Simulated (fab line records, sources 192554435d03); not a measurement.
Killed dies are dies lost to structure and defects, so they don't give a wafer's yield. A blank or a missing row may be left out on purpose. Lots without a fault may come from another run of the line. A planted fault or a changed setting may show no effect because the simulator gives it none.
One fault seen from 3 desks | flow n5_finfet | each desk has only its own numbers; what lay behind them comes last

THE DEFECT DESK
What the inspections along the route counted, lot by lot: means of the sampled wafers that have a number. A lot is out of limits, marked OUT, if its mean lies more than 4 standard deviations from the usual mean; the brackets give that distance.
Columns: A = raw_defect_count at N5_HKMG_FIN_INSPECT_14, usual 2.1
lot  | first seen here | A
L276 | day 5 13:08     | 2.3
L278 | day 6 02:49     | 3.3
L279 | day 6 08:17     | 1.0
L281 | day 7 01:58     | 1.7
L284 | day 7 12:58     | 1.0
L292 | day 9 08:12     | 1.3
L294 | day 9 21:05     | 3.0
This desk's finding: nothing out of limits on any of the 7 lots.

THE TOOL OWNER'S DESK: rie_diel-04
The tool's own readings at N5_HKMG_FIN_ETCH_35 (etches SOC in N2/H2, target depth 215.8 nm, time 243.4 s): means of the sampled wafers that have a number, for each lot that ran on this tool. A lot is out of limits, marked OUT, if its mean lies more than 4 standard deviations from the usual mean; the brackets give that distance.
Columns: A = drypump_motor_current_A at N5_HKMG_FIN_ETCH_35, usual 5.5 A; B = oes_product_au at N5_HKMG_FIN_ETCH_35, usual 0.78 a.u.; C = rf_fwd_power_W at N5_HKMG_FIN_ETCH_35, usual 2991 W; D = rf_vpp_V at N5_HKMG_FIN_ETCH_35, usual 141.5 V; E = showerhead_plenum_p_Torr at N5_HKMG_FIN_ETCH_35, usual 2.54 Torr; F = throttle_valve_pct at N5_HKMG_FIN_ETCH_35, usual 17.80 %
lot  | first seen here | A   | B    | C              | D                | E    | F
L278 | day 6 03:10     | 5.4 | 0.71 | 2990           | 141.7            | 2.55 | 17.91
L279 | day 6 08:37     | 5.7 | 0.62 | 2267 (-81) OUT | 155.1 (+12) OUT  | 2.43 | 17.81
L281 | day 7 02:25     | 5.6 | 0.67 | 2756 (-26) OUT | 146.6 (+4.7) OUT | 2.49 | 17.93
L284 | day 7 13:18     | 5.6 | 0.68 | 2755 (-27) OUT | 146.2 (+4.2) OUT | 2.48 | 17.94
This desk's finding: out of limits on L279, L281, L284; first on L279, day 6 08:37 (rf_fwd_power_W at N5_HKMG_FIN_ETCH_35). In limits: L278.

THE METROLOGY DESK
What the gauges read, lot by lot, whatever tool the lot ran on: means of the sampled wafers that have a number. A lot is out of limits, marked OUT, if its mean lies more than 4 standard deviations from the usual mean; the brackets give that distance.
Columns: A = cd_nm at N5_HKMG_FIN_CD_MEAS_12, usual 92.7 nm; B = NWFM_OVL at N5_HKMG_FIN_OVL_MEAS_13, usual -0.5 nm
lot  | first seen here | A    | B
L276 | day 5 13:05     | 92.7 | -0.9
L278 | day 6 02:46     | 93.2 | -0.7
L279 | day 6 08:14     | 93.3 | -0.7
L281 | day 7 01:55     | 92.4 | -0.9
L284 | day 7 12:55     | 92.3 | 0.3
L292 | day 9 08:09     | 92.7 | -0.4
L294 | day 9 21:02     | 92.7 | -0.7
This desk's finding: nothing out of limits on any of the 7 lots.

PUT TOGETHER
The tool owner's desk could have raised an alarm at day 6 08:37, on L279, L281, L284.
The defect desk saw nothing out of limits.
The metrology desk saw nothing out of limits.
The defect desk has L279, L281, L284 on record, within its limits.
The metrology desk has L279, L281, L284 on record, within its limits.
Of the lots named, all ran N5_HKMG_FIN_ETCH_35 on rie_diel-04.

WHAT THE SIMULATOR HAD PUT IN
Process parameter drift: rie_diel-04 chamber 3, from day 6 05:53 on, at N5_HKMG_FIN_ETCH_35. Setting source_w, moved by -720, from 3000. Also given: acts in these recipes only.
Lots struck among those shown: L279, L281, L284.
Hours from the fault's start to each desk's first reading out of limits: the tool owner's desk, 3.
